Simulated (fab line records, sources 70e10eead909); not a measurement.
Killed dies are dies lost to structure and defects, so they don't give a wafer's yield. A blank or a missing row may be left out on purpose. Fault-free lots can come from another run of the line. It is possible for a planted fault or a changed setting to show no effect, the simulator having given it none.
Chamber matching + flow nandHarc + 4 sister chambers for NHARC_A_WL_FILL_CMP_12 on cmp-04
The step polishes, t overpolish 30 s, target thk 100 nm. 4 wafers are shown with their chamber, then 8 later ones without.

WAFERS PAIRED WITH THEIR CHAMBERS
| wafer  | chamber | motorCurrentA (A) |
|--------|---------|-------------------|
| L502.2 | 0       | 12.1              |
| L505.4 | 3       | 12.3              |
| L505.5 | 2       | 10.2              |
| L508.1 | 1       | 12.4              |

WAFERS WITH NO CHAMBER GIVEN
| wafer  | motorCurrentA (A) |
|--------|-------------------|
| L508.3 | 10.4              |
| L508.4 | 12.4              |
| L509.1 | 12.2              |
| L509.3 | 12.5              |
| L509.6 | 10.1              |
| L510.2 | 11.7              |
| L510.4 | 12.1              |
| L510.5 | 12.6              |

WHICH CHAMBER EACH WENT THROUGH
| wafer  | from the rows above          | in truth |
|--------|------------------------------|----------|
| L508.3 | 2                            | 2        |
| L508.4 | can't be placed: 1 or 3 or 0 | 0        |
| L509.1 | can't be placed: 0 or 3 or 1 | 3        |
| L509.3 | can't be placed: 1 or 3 or 0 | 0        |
| L509.6 | 2                            | 2        |
| L510.2 | can't be placed: 0 or 3 or 1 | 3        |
| L510.4 | can't be placed: 0 or 3 or 1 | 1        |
| L510.5 | can't be placed: 1 or 3 or 0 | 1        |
Correct placement for 2 of the 8. Can't be placed from these rows: 6 (the true chamber is among the candidates in 6). Placed wrongly: 0.
How it was worked out, from the rows above alone: a wafer's distance from a chamber is the root of the sum, over the readings, of the square of ((its reading less the chamber's mean) divided by the reading's scatter). If the next closest chamber is less than 2 further off than the closest, the wafer can't be placed; otherwise it belongs to the closest. A chamber's mean is the mean of its shown wafers. The scatter (one wafer shown for each chamber): square how far every hidden wafer sits from the nearest shown wafer, average those squares and take the square root.
